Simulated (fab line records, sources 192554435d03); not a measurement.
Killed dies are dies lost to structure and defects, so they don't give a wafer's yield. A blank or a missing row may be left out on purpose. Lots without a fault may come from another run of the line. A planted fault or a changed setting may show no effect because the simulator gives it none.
fab line records | flow n5_finfet
record lots=4 wafers=12 last_day=17
route steps=1938 shown MOL_CONTACT_COAG@581 BEOL_M4@1111
lots that met no fault: from a run of the same line without faults
start_h: hours from the record's first day to the start of the lot's first wafer shown | wait_h: hours since the lot's step before | " the same as in the row above | L1.1+2: a row that stands for several wafers | - no value, or no start given | * or withheld: withheld | < > ~ a bound
route shown NAME@n: a module of which the file shows steps, and the number in the route of the first | usual: mean/standard deviation of fault-free wafers | same: alike in all rows | chamber/n: place in a boat | sites: the reading at each site | _std_site: their standard deviation | _edge_site: outer sites' mean less inner sites' | radius_mm: how far each site lies from the wafer's centre | mask NAME#n: copy n | behind: the tool/chamber that last shaped the wafer | hold: why the lot was held/for how many hours/how that ended | device: the transistor (n, p or np) that didn't switch | end of line: the same wafers' tests at the end of the route | a step without rows: its recipe alone | killed: dies lost to structure and defects at the first sort, not the wafer's yield | map: a wafer's dies, x killed, . not, _ none there
set.NAME: the setting as run; set.NAME@STEP: as run at that earlier step | model.NAME: the simulator's own value behind a step, which no gauge read
lots at some steps of the route; a table a step, a row a wafer
services: from which hour (start_h, from the record's first day; less than 0 if before it) a tool's chamber was out of use, for how many hours, and why
## steps
# step N5_MOL_CONTACT_COAG_ETCH_91
# recipe chemistry=N2/H2 target=SOC target_depth_a=600 overetch_a=210 mask_material=SiARC temp_c=40 time_s=101.2 ion_energy_ev=200 pressure_mtorr=30 source_w=840 bias_w=150 n2_flow_sccm=200 h2_flow_sccm=200
# step N5_MOL_CONTACT_COAG_STRIP_92
# recipe chemistry=N2/H2 temp_c=40 n2_flow_sccm=200 h2_flow_sccm=200 rf_frequency_hz=6e+07
# step N5_MOL_CONTACT_COAG_STRIP_93
# recipe chemistry=N2/H2 temp_c=40 n2_flow_sccm=200 h2_flow_sccm=200 rf_frequency_hz=6e+07
# step N5_MOL_CONTACT_COAG_ETCHBACK_135
# recipe chemistry=CHF3 target=SiO2 target_depth_a=250 time_s=16.7 ion_energy_ev=200 pressure_mtorr=30 source_w=610 bias_w=170 Ar_flow_sccm=200 CHF3_flow_sccm=50
# step N5_MOL_CONTACT_COAG_STRIP_118
# recipe chemistry=CHF3 resist=SiARC rf_frequency_hz=6e+07
# step N5_MOL_CONTACT_COAG_VIA_ETCH_46
# recipe chemistry=C4F6/O2 target_depth_a=460 overetch_a=92 mask_material=SOC target=SiO2 bias_w=455 pressure_mtorr=10 time_s=40 source_w=325 Ar_flow_sccm=300 C4F6_flow_sccm=10 O2_flow_sccm=10 ion_energy_ev=575.3 ends=end_point
# step N5_MOL_CONTACT_COAG_STRIP_96
# recipe chemistry=N2/H2 power_w=500 temp_c=40 pressure_mtorr=50 rf_frequency_hz=6e+07 overash_fraction=0.3 bias_power_w=28 h2_frac=0.5 n2_flow_sccm=300 h2_flow_sccm=300
# step N5_MOL_CONTACT_COAG_ETCH_47
# recipe chemistry=CH3F/O2 target=SiNx target_depth_a=270 mask_material=SiO2 stop_on=W over_etch_frac=0.2 ion_energy_ev=120 endpoint=OES-CN pressure_mtorr=30 source_w=395 bias_w=73 Ar_flow_sccm=150 CH3F_flow_sccm=30 O2_flow_sccm=20 ends=end_point
# step N5_MOL_CONTACT_COAG_STRIP_119
# recipe chemistry=N2/H2 time_s=30 power_w=1000 temp_c=250 pressure_mtorr=withheld n2_flow_sccm=1750 h2_flow_sccm=3250
# step N5_MOL_CONTACT_COAG_PRECLEAN_144
# recipe chemistry=alkaline_clean temp_c=60 time_s=60 do_ppb=50
# step N5_MOL_CONTACT_COAG_SRD_145
# recipe dry=ipa_marangoni time_s=30 temp_c=23 rinse_liquid=diw
# step N5_MOL_CONTACT_COAG_COAT_62
# recipe resist=SOC temp_c=250 time_s=60 spin_rpm=1500 resist_thk_nm=60
# usual plate_temp_C=249.97/0.17 spin_speed_rpm=1499.8/0.97
# columns lot.wafer tool chamber start_h wait_h plate_temp_C spin_speed_rpm model.SOC_of_MOL_CONTACT_COAG_COAT_62.thk_nm
L222.1 litho_track-05 0 105.61 0.0 250.02 1500.4 59.8
L222.2 " 0 " " 249.91 1498.5 60
L222.5 " 0 " " 249.76 1499.9 59.8
L240.1 litho_track-05 0 216.87 0.0 250.03 1796.3 55
L240.2 " 0 " " 250.36 1799.3 54.8
L240.5 " 0 " " 250.00 1798.0 54.6
L241.1 litho_track-05 0 221.65 0.0 249.84 1799.0 55
L241.2 " 0 " " 250.05 1798.1 54.6
L241.6 " 0 " " 250.01 1799.8 54.8
L242.2 litho_track-01 0 229.07 0.0 250.06 1499.4 59.8
L242.3 " 0 " " 249.99 1499.4 60
L242.5 " 0 " " 250.35 1498.4 60
# step N5_MOL_CONTACT_COAG_COAT_63
# recipe resist=SiARC temp_c=220 time_s=60 spin_rpm=1500 resist_thk_nm=10
# step N5_MOL_CONTACT_COAG_COAT_64
# recipe resist=underlayer temp_c=205 time_s=60 spin_rpm=1500 resist_thk_nm=10
# step N5_MOL_CONTACT_COAG_COAT_34
# recipe resist=CAR-EUV spin_rpm=1500 resist_thk_nm=40
# step N5_MOL_CONTACT_COAG_EBR_36
# recipe solvent=PGMEA ebr_width_mm=1.5
# step N5_MOL_CONTACT_COAG_SOFTBAKE_35
# recipe temp_c=110 time_s=60 resist=CAR-EUV
# step N5_MOL_CONTACT_COAG_EXPOSE_37
# recipe mask_id=VD na=0.33 source_shape=annular sigma_inner=0.3 sigma_outer=0.7 polarization=unpolarized defocus_nm=0 dose_mj=62
# step N5_MOL_CONTACT_COAG_PEB_38
# recipe peb_temp_c=100 peb_time_s=60 resist=CAR-EUV
# step N5_MOL_CONTACT_COAG_DEVELOP_39
# recipe develop_time_s=30 developer=TMAH resist=CAR-EUV rinse_liquid=surfactant_rinse dry=air_spin dev_temp_c=23
# step N5_MOL_CONTACT_COAG_DESCUM_45
# recipe chemistry=O2 time_s=7 source_power_w=50 bias_power_w=20 pressure_mtorr=20 rf_frequency_hz=2.712e+07 temp_c=40 resist=CAR-EUV o2_flow_sccm=225
# step N5_MOL_CONTACT_COAG_ETCH_65
# recipe chemistry=N2/H2 target=underlayer target_depth_a=130 mask_material=CAR-EUV time_s=10.4 ion_energy_ev=200 pressure_mtorr=30 source_w=840 bias_w=150 n2_flow_sccm=200 h2_flow_sccm=200 ends=cleared
# step N5_MOL_CONTACT_COAG_ETCH_66
# recipe chemistry=CF4 target=SiARC target_depth_a=130 mask_material=CAR-EUV time_s=21.7 ion_energy_ev=80 pressure_mtorr=40 source_w=545 bias_w=36 Ar_flow_sccm=100 cf4_flow_sccm=100 ends=cleared
# step N5_MOL_CONTACT_COAG_ALD_133
# recipe material=SiO2 target_thk_a=50 temp_c=100 ald_precursor_family=BDEAS ald_co_reactant=O2-plasma pulse_time_s=1 co_reactant_pulse_time_s=1 purge_time_s=2 co_reactant_purge_time_s=2 ald_cycles=35 pressure_torr=2
# step N5_MOL_CONTACT_COAG_ETCHBACK_134
# recipe chemistry=CHF3 target=SiO2 target_depth_a=100 time_s=6.7 ion_energy_ev=200 pressure_mtorr=30 source_w=610 bias_w=170 Ar_flow_sccm=200 CHF3_flow_sccm=50
# step N5_MOL_CONTACT_COAG_ETCH_67
# recipe chemistry=N2/H2 target=SOC target_depth_a=600 overetch_a=210 mask_material=SiARC temp_c=40 time_s=101.2 ion_energy_ev=200 pressure_mtorr=30 source_w=840 bias_w=150 n2_flow_sccm=200 h2_flow_sccm=200
# usual bias_w=149.9/0.47 chamber_pressure_mTorr=30.001/0.027 drypump_motor_current_A=5.5/0.44 oes_product_au=0.68/0.075 rf_vpp_V=524.6/2.9 showerhead_plenum_p_Torr=2.56/0.11 throttle_valve_pct=17.7/0.41
# columns lot.wafer tool chamber start_h wait_h bias_w chamber_pressure_mTorr drypump_motor_current_A oes_product_au rf_hours_counter_h rf_vpp_V showerhead_plenum_p_Torr throttle_valve_pct model.etch.depth_nm
L222.1 rie_diel-03 0 106.41 0.0 149.5 29.995 5.5 0.62 162 520.7 2.44 18.4 59.74
L222.2 " 1 " " 150.2 29.996 5.0 0.58 236 520.3 2.42 18.1 59.91
L222.5 " 2 " " 149.9 29.976 6.0 0.77 - 527.2 2.68 17.3 59.86
L240.1 rie_diel-03 3 218.31 0.0 150.6 30.000 5.5 0.64 99 527.7 2.65 17.5 54.96
L240.2 " 2 " " 150.4 29.964 6.0 0.68 51 527.0 2.67 17.3 54.8
L240.5 " 3 " " 149.5 30.023 5.4 0.64 - 527.5 2.65 17.6 54.66
L241.1 rie_diel-03 1 222.57 0.0 150.6 29.992 5.0 0.73 13 529.4 2.72 17.8 54.94
L241.2 " 0 " " 149.5 30.047 5.5 0.57 197 521.3 2.42 18.4 54.66
L241.6 " 0 " " 150.1 29.977 5.5 0.57 - 521.9 2.42 18.4 54.74
L242.2 rie_diel-01 0 229.82 0.0 150.1 29.964 5.8 0.74 27 525.1 2.58 17.8 59.82
L242.3 " 2 " " 149.8 30.022 5.9 0.78 15 526.5 2.69 17.6 59.95
L242.5 " 3 " " 150.0 30.024 5.6 0.64 - 523.8 2.54 17.5 60.05
# step N5_MOL_CONTACT_COAG_STRIP_68
# recipe chemistry=N2/H2 temp_c=40 n2_flow_sccm=200 h2_flow_sccm=200 rf_frequency_hz=6e+07
# step N5_MOL_CONTACT_COAG_STRIP_69
# recipe chemistry=N2/H2 temp_c=40 n2_flow_sccm=200 h2_flow_sccm=200 rf_frequency_hz=6e+07
# step N5_MOL_CONTACT_COAG_ETCHBACK_136
# recipe chemistry=CHF3 target=SiO2 target_depth_a=250 time_s=16.7 ion_energy_ev=200 pressure_mtorr=30 source_w=610 bias_w=170 Ar_flow_sccm=200 CHF3_flow_sccm=50
# step N5_MOL_CONTACT_COAG_STRIP_120
# recipe chemistry=CHF3 resist=SiARC rf_frequency_hz=6e+07
# step N5_MOL_CONTACT_COAG_VIA_ETCH_117
# recipe chemistry=C4F6/O2 target_depth_a=400 overetch_a=80 mask_material=SOC target=SiO2 bias_w=455 pressure_mtorr=10 time_s=26 source_w=325 Ar_flow_sccm=300 C4F6_flow_sccm=10 O2_flow_sccm=10 ion_energy_ev=575.3 ends=end_point
# step N5_MOL_CONTACT_COAG_ETCH_124
# recipe chemistry=CH3F/O2 target=SiNx target_depth_a=65 mask_material=SOC stop_on=SiOC over_etch_frac=0.3 ion_energy_ev=120 pressure_mtorr=30 source_w=395 bias_w=73 Ar_flow_sccm=150 CH3F_flow_sccm=30 O2_flow_sccm=20 ends=end_point
# step N5_MOL_CONTACT_COAG_ETCH_48
# recipe chemistry=C4F6/O2 target_depth_a=150 overetch_a=45 mask_material=SOC target=SiOC bias_w=465 pressure_mtorr=10 time_s=17 source_w=335 Ar_flow_sccm=300 C4F6_flow_sccm=10 O2_flow_sccm=10 ion_energy_ev=576
# usual bias_w=465.1/1.4 chamber_pressure_mTorr=10.000/0.0088 drypump_motor_current_A=5.5/0.43 oes_ar_750_au=0.81/0.091 oes_f_703_au=0.80/0.091 oes_product_au=0.67/0.085 rf_vpp_V=1600/46 showerhead_plenum_p_Torr=2.88/0.12 throttle_valve_pct=40.7/0.6
# columns lot.wafer tool chamber start_h wait_h bias_w chamber_pressure_mTorr drypump_motor_current_A oes_ar_750_au oes_f_703_au oes_product_au rf_hours_counter_h rf_vpp_V showerhead_plenum_p_Torr throttle_valve_pct model.SOC_of_MOL_CONTACT_COAG_COAT_62.thk_nm
L222.1 rie_diel-03 0 106.61 0.0 464.3 10.000 5.5 0.72 0.70 0.59 162 1577 2.73 41.8 45.6
L222.2 " 1 " " 465.0 10.002 5.0 0.72 0.72 0.55 236 1591 2.70 40.4 45.8
L222.5 " 2 " " 466.8 10.008 6.0 0.92 0.92 0.73 - 1633 3.04 40.7 45
L240.1 rie_diel-03 3 218.50 0.0 464.8 10.001 5.4 0.79 0.76 0.67 99 1651 2.98 40.8 41.2
L240.2 " 2 " " 463.8 9.994 6.0 0.87 0.86 0.78 52 1631 3.02 40.7 39.8
L240.5 " 3 " " 465.9 9.990 5.4 0.78 0.76 0.68 - 1652 2.98 40.8 40.8
L241.1 rie_diel-03 1 222.76 0.0 465.9 10.010 5.1 0.92 0.94 0.73 13 1616 3.03 40.6 40.2
L241.2 " 0 " " 464.0 10.002 5.5 0.70 0.67 0.63 198 1575 2.72 41.9 40.8
L241.6 " 0 " " 464.2 10.004 5.5 0.70 0.68 0.62 - 1575 2.72 41.9 40.8
L242.2 rie_diel-01 0 230.01 0.0 467.4 10.018 5.8 0.89 0.87 0.71 27 1569 2.92 41.1 45.2
L242.3 " 2 " " 465.1 9.994 5.9 0.93 0.94 0.84 15 1570 3.03 40.4 45.2
L242.5 " 3 " " 464.7 10.007 5.6 0.76 0.75 0.67 - 1609 2.86 40.3 45.8
# step N5_MOL_CONTACT_COAG_STRIP_72
# recipe chemistry=N2/H2 power_w=450 temp_c=40 pressure_mtorr=20 rf_frequency_hz=6e+07 overash_fraction=3 bias_power_w=7 h2_frac=0.5 n2_flow_sccm=200 h2_flow_sccm=200
# step N5_BEOL_M4_RC_MEAS_101
# usual DIBL_N=37.5/2.5 DIBL_P=38/3.1 IOFF_N=0.19/0.059 IOFF_P=0.24/0.061 ION_N=679/16 ION_P=465/9.8 SS_N=72.0/0.8 SS_P=73.7/0.86 VT_N=248/4.5 VT_P=-249/3.5
# columns lot.wafer tool chamber start_h wait_h DIBL_N[mV/V] DIBL_P[mV/V] IOFF_N[nA/um] IOFF_P[nA/um] ION_N[uA/um] ION_P[uA/um] SS_N[mV/dec] SS_P[mV/dec] VT_N[mV] VT_P[mV]
L222.1 prober-02 0 169.76 0.0 37.1 39 0.19 0.25 682 466 71.6 73.0 248 -248
L222.2 " 0 " " 33.9 35 0.13 0.19 666 461 71.2 72.9 255 -249
L222.5 " 0 " " 38.0 40 0.21 0.28 687 466 72.3 73.5 247 -247
L240.1 prober-02 0 287.84 0.0 35.9 35 0.16 0.20 680 467 71.3 72.4 251 -252
L240.2 " 0 " " 39.5 39 0.25 0.27 697 469 72.4 74.1 241 -250
L240.5 " 0 " " 37.6 37 0.19 0.24 690 466 71.6 73.2 246 -247
L241.1 prober-02 0 310.35 0.0 36.5 34 0.15 0.19 672 461 71.7 72.9 251 -251
L241.2 " 0 " " 43.6 43 0.33 0.36 698 479 73.5 75.8 240 -243
L241.6 " 0 " " 39.7 38 0.20 0.24 671 458 72.5 73.3 247 -248
L242.2 prober-01 0 310.58 0.2 43.1 44 0.36 0.33 707 474 73.5 74.9 239 -246
L242.3 " 0 " " 38.4 39 0.19 0.22 678 460 71.5 74.5 250 -252
L242.5 " 0 " " 38.9 38 0.22 0.23 681 459 72.7 74.1 247 -251
## services
# columns tool chamber start_h hours kind
rie_diel-01 3 91.95 1.8 repair
litho_track-01 - 97.08 - consumable_replace:filter
rie_diel-03 3 102.94 20.2 repair
rie_diel-03 2 110.03 1.3 repair
rie_diel-03 - 114.49 14.6 pm
rie_diel-01 3 120.80 2.2 repair
rie_diel-01 1 123.00 5.2 repair
litho_track-05 - 136.32 - consumable_replace:filter
rie_diel-01 0 141.30 - clean
rie_diel-01 0 141.30 - consumable_replace:focus_ring
rie_diel-01 0 141.30 18.6 scheduled_down
rie_diel-01 0 141.30 18.6 vent_cycle
rie_diel-03 1 157.81 - clean
rie_diel-03 1 157.81 - consumable_replace:focus_ring
rie_diel-03 1 157.81 - consumable_replace:showerhead
rie_diel-03 1 157.81 22.6 scheduled_down
rie_diel-03 1 157.81 22.6 vent_cycle
rie_diel-01 2 159.92 - clean
rie_diel-01 2 159.92 - consumable_replace:focus_ring
rie_diel-01 2 159.92 - consumable_replace:showerhead
rie_diel-01 2 159.92 23.7 scheduled_down
rie_diel-01 2 159.92 23.7 vent_cycle
rie_diel-03 0 167.94 1.8 repair
## key
first_sign step=N5_MOL_CONTACT_COAG_COAT_62 reading=spin_speed_rpm direction=up sigmas=99+ usual=* struck=*
effect none on later readings
model_effect step=N5_MOL_CONTACT_COAG_COAT_62 value=SOC_of_MOL_CONTACT_COAG_COAT_62.thk_nm without=60 struck=54.8
model_effect step=N5_MOL_CONTACT_COAG_ETCH_67 value=etch.depth_nm without=60 struck=54.8
model_effect step=N5_MOL_CONTACT_COAG_ETCH_48 value=SOC_of_MOL_CONTACT_COAG_COAT_62.thk_nm without=45.8 struck=40.6
met_at N5_MOL_CONTACT_COAG_COAT_62
struck_wafers L240.1,L240.2,L240.5,L241.1,L241.2,L241.6
onset_between 105.61 216.87
fault kind=process_parameter_drift tool=litho_track-05 chamber=- onset_h=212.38 steps=N5_MOL_CONTACT_COAG_COAT_62 channel=spin_rpm offset=* shape=step end_h=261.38 acts_in=* stated=*
